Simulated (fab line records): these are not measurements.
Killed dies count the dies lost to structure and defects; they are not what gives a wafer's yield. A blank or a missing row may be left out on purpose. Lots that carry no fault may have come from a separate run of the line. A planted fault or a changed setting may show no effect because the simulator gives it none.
A lot that was struck, set against a sound lot | flow nand-harc | 16 steps out of a route of 1159
Sound: these wafers, L100.2, L100.5, L100.6. Wafers L996.2, L996.3, L996.4 were the ones struck. The cause is given at the end.
Order at every step that has rows: each side's tool, ch and its chambers, its first start. Under that, the readings that differ: sound wafers | struck wafers | difference of the means | sigmas: that difference in standard deviations of wafers without a fault.
alike: a reading whose means differ by less than 2 such deviations, as well as words and numbers matching on both sides. not compared: withheld readings; readings where some wafer has no value; bounds like >300 that might hide an equal value; numbers whose values overlap and for which the record gives no deviation.
A row with sigmas, a row that says differs or no value, or rows on one side alone: a step with any of these is where the two part. Non-overlapping numbers with no deviation appear without sigmas and do not part them. Lack of a reading on every wafer of one side parts them only where that side has two or more wafers.

NHARC_P_CONTACT_ETCH_36: etches the open film in N2/H2, target depth 260 nm, time 406.25 s.
  sound: rie-diel-09 ch 1,2; struck: rie-diel-09 ch 0,2,3
  alike: bias-w, drypump-motor-current-A, oes-product-au, rf-vpp-V, showerhead-plenum-p-Torr, throttle-valve-pct
  not compared: rf-hours-counter-h
then, 3 steps without rows for these wafers: NHARC_P_CONTACT_ETCH_18 (etches the open film in C4F8/O2/Ar, target depth 481 nm, time 240.5 s); NHARC_P_CONTACT_STRIP_37 (strips in C4F8/O2/Ar); NHARC_P_CONTACT_ETCH_31 (etches the open film in CH3F/O2, target depth 30 nm, time 85.7 s).
NHARC_P_CONTACT_CD_MEAS_19:
  sound on cd-sem-02 at day 10 11:18; struck on cd-sem-03 at day 9 08:40
  alike: cd-nm
NHARC_P_CONTACT_STRIP_28: strips in O2.
  sound on rie-diel-02 ch 2,3, day 10 11:23; struck on rie-diel-02 ch 0,2,3, day 9 08:46
  alike: drypump-motor-current-A, o2-flow-sccm, oes-product-au, rf-vpp-V, showerhead-plenum-p-Torr, throttle-valve-pct
  not compared: rf-hours-counter-h
then, 1 step without rows for these wafers: NHARC_P_CONTACT_STRIP_29 (strips in post etch residue remover, time 1200 s).
NHARC_P_CONTACT_DEGAS_38: time 60 s.
  sound on pvd-sputter-03 at day 10 12:02; struck on pvd-sputter-02 at day 9 09:23
  alike: heater-power-w
then, 1 step without rows for these wafers: NHARC_P_CONTACT_PRE_CLEAN_39 (time 19.5 s).
NHARC_P_CONTACT_PVD_32: deposits Ti, target thk 5 nm, time 17.7 s.
  sound on pvd-sputter-03; struck on pvd-sputter-02
  alike: chamber-pressure-pa, throttle-valve-pct
NHARC_P_CONTACT_ALD_22: deposits TiN, target thk 3 nm, pulse time 1 s, ald cycles 150.
  sound on ald-metal-02 ch 1,2, day 10 12:16; struck on ald-metal-02 ch 0,2,3, day 9 09:37
  alike: heater-power-w, precursor-pulse-height-rel
then, 1 step without rows for these wafers: NHARC_P_CONTACT_CVD_23 (deposits W, target thk 200 nm, time 557 s).
NHARC_P_CONTACT_CMP_24: polishes, t overpolish 30 s, target thk 200 nm.
  sound on cmp-03 ch 1,2, day 10 15:20; struck on cmp-03 ch 0,2,3, day 9 19:31
  no value came back on the struck wafers for any of 6 readings (edge-zone-pressure-frac, motor-current-A (A) and others); on the sound wafers edge-zone-pressure-frac reads 1.002 0.999 0.999
after that, 1 step had no rows for these wafers: NHARC_P_CONTACT_SRD_26.
NHARC_P_CONTACT_INSPECT_27:
  sound on defect-inspect-01 at day 10 15:43; struck on defect-inspect-02 at day 9 19:56
  reading          | sound       | struck         | difference | sigmas
  raw-defect-count | 449 256 264 | 2356 2348 2304 | +2013      | +13
-- break in the record here, with 14 days between the starts of the struck wafers on either side (left off in module P_CONTACT, picked up again in module END, where the first step shown is number 1159 on the route) --
NHARC_END_SORT_01:
  the record has rows for the struck wafers here (prober-02 ch 0, day 23 14:57) and none for the sound ones

WHERE THEY PART
First at NHARC_P_CONTACT_CMP_24; last, within this record, at NHARC_END_SORT_01.

WHY: what the simulator had put in
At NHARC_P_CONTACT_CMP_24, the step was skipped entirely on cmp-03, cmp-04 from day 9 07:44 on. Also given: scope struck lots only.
